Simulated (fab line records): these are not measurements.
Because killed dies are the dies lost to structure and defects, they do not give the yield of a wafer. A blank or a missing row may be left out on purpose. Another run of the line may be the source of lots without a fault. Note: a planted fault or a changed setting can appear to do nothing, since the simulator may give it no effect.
8D (eight disciplines) problem report, filled in by code + flow n5 finfet + the parts of the form that need people (team, actions taken, sign-off) are left out

1. WHAT WENT WRONG
IOFF_N at N5_BEOL_M4_RC_MEAS_101 reads a mean of 3.86 nA/um on 4 wafers of 3 lots; wafers without a fault read 0.17 nA/um with a standard deviation of 0.035. So: +99 or more standard deviations from the usual mean.
First seen on wafer L706.3, day 11 21:56, on prober-02. Wafers with a number at this step in the record: 27, from 10 lots. The rule behind "out" and "out of limits": a value lying over 4 standard deviations away from the usual mean. Any other wafer with a number is counted as sound.

2. WHAT THIS IS AND IS NOT
| question                    | is                                                                                                                 | is not                                                                                |
|-----------------------------|--------------------------------------------------------------------------------------------------------------------|---------------------------------------------------------------------------------------|
| which readings at this step | IOFF_N, CJ_N, CJ_P, DIBL_N, IOFF_N_85C, IOFF_N_LIN, IOFF_P, IOFF_P_85C, IOFF_P_LIN, RS_NWELL, RS_PWELL, SS_N, SS_P | -                                                                                     |
| which lots                  | L706, L708, L709                                                                                                   | L691, L693, L695, L698, L699, L710, L711                                              |
| which wafers of those lots  | L706.3, L706.4, L708.4, L709.4                                                                                     | L708.6, L709.2                                                                        |
| read on which gauges        | prober-01, prober-02                                                                                               | -                                                                                     |
| when                        | from day 11 21:56                                                                                                  | up to then (15 sound wafers); but 8 sound wafers of L708, L709, L710, L711 came after |

3. THE SUSPECTS, EACH WITH WHAT RULES IT OUT
Counting: any tool at a process step up to the reading remains a suspect provided it ran every lot that is out. Sound lots after the first of them don't rule it out here, since some wafers of a struck lot are sound.
- ruled out: the gauge at N5_BEOL_M4_RC_MEAS_101. Those wafers that are out were read across 2 gauges (prober-01, prober-02).
- epi rpcvd-03 at N5_WELL_APT_EPI_41 (deposits Si from SiH4/H2, target thk 50 nm, time 297.7 s): kept. Ran every lot that is out, first one L706 (day 5 23:16); last sound lot up to then L698 (day 3 22:20). Out on those wafers are its own readings of run length s.
Remaining after the count: epi rpcvd-03 at N5_WELL_APT_EPI_41.

4. THE CAUSE (what the simulator had put in)
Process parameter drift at N5_WELL_APT_EPI_41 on epi rpcvd-03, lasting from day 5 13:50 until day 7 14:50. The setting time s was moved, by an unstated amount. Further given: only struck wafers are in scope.
After counting, this tool was the only one left.

5. SEQUENCE OF EFFECTS, ordered by route
Each row: a reading whose mean over the struck wafers that have a number lies more than 3 standard deviations from the usual. Only readings for which the record gives a usual standard deviation are gone through. hours: the time from each lot's start at the first step in this table that gives one to its start at this step, as a median over the lots. sigmas: the change in usual standard deviations.
| hours | step                    | reading            | usual       | on struck wafers | change | sigmas      |
|-------|-------------------------|--------------------|-------------|------------------|--------|-------------|
| 0     | N5_WELL_APT_EPI_41      | run length s       | 360 s       | 556              | +196   | +53         |
| 164   | N5_BEOL_M4_RC_MEAS_101  | CJ_N               | 4.37        | 2.53             | -1.84  | -25         |
| 164   | N5_BEOL_M4_RC_MEAS_101  | CJ_P               | 5.79        | 2.24             | -3.55  | -19         |
| 164   | N5_BEOL_M4_RC_MEAS_101  | DIBL_N             | 37.0 mV/V   | 60.9             | +23.9  | +14         |
| 164   | N5_BEOL_M4_RC_MEAS_101  | DIBL_P             | 36.7 mV/V   | 47.9             | +11.1  | +5.6        |
| 164   | N5_BEOL_M4_RC_MEAS_101  | IOFF_N             | 0.17 nA/um  | 3.86             | +3.69  | +99 or more |
| 164   | N5_BEOL_M4_RC_MEAS_101  | IOFF_N_85C         | 3.2 nA/um   | 44.0             | +40.8  | +70         |
| 164   | N5_BEOL_M4_RC_MEAS_101  | IOFF_N_LIN         | 0.076 nA/um | 0.240            | +0.164 | +13         |
| 164   | N5_BEOL_M4_RC_MEAS_101  | IOFF_P             | 0.22 nA/um  | 1.06             | +0.84  | +24         |
| 164   | N5_BEOL_M4_RC_MEAS_101  | IOFF_P_85C         | 3.8 nA/um   | 13.8             | +10.0  | +20         |
| 164   | N5_BEOL_M4_RC_MEAS_101  | IOFF_P_LIN         | 0.103 nA/um | 0.193            | +0.090 | +6.9        |
| 164   | N5_BEOL_M4_RC_MEAS_101  | RS_NWELL           | 1036 ohm/sq | 971              | -65    | -9.5        |
| 164   | N5_BEOL_M4_RC_MEAS_101  | RS_PWELL           | 3017 ohm/sq | 2341             | -676   | -28         |
| 164   | N5_BEOL_M4_RC_MEAS_101  | SS_N               | 71.6 mV/dec | 100.8            | +29.2  | +44         |
| 164   | N5_BEOL_M4_RC_MEAS_101  | SS_P               | 73.4 mV/dec | 82.4             | +9.0   | +14         |
| 271   | N5_PASSIVATION_PROBE_49 | sort_bin_4_leakage | 0.01 %      | 91.25            | +91.24 | +99 or more |
| 271   | N5_PASSIVATION_PROBE_49 | sort n pass        | 1074        | 0                | -1074  | -72         |
| 271   | N5_PASSIVATION_PROBE_49 | sort yield pct     | 91.0 %      | 0.0              | -91.0  | -70         |
The process steps in it:
- N5_WELL_APT_EPI_41: deposits Si from SiH4/H2, target thk 50 nm, time 297.7 s.
- N5_PASSIVATION_PROBE_49

6. HOW IT WOULD HAVE BEEN CAUGHT EARLIER
152 hours passed between the start of the fault at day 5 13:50 and the first reading out of limits at a measuring or inspecting step in this record, taken at day 11 21:56.
At N5_WELL_APT_EPI_41, the tool's own readings (run length s) were out on each struck wafer the step has a row for, so an alarm limit on them would have fired on the first such wafer.
The start of N5_WELL_APT_EPI_41 on epi rpcvd-03 came by day 11 21:56 for every one of the lots that are out (3). Had the tool been put on hold then, not one of them would have been saved.
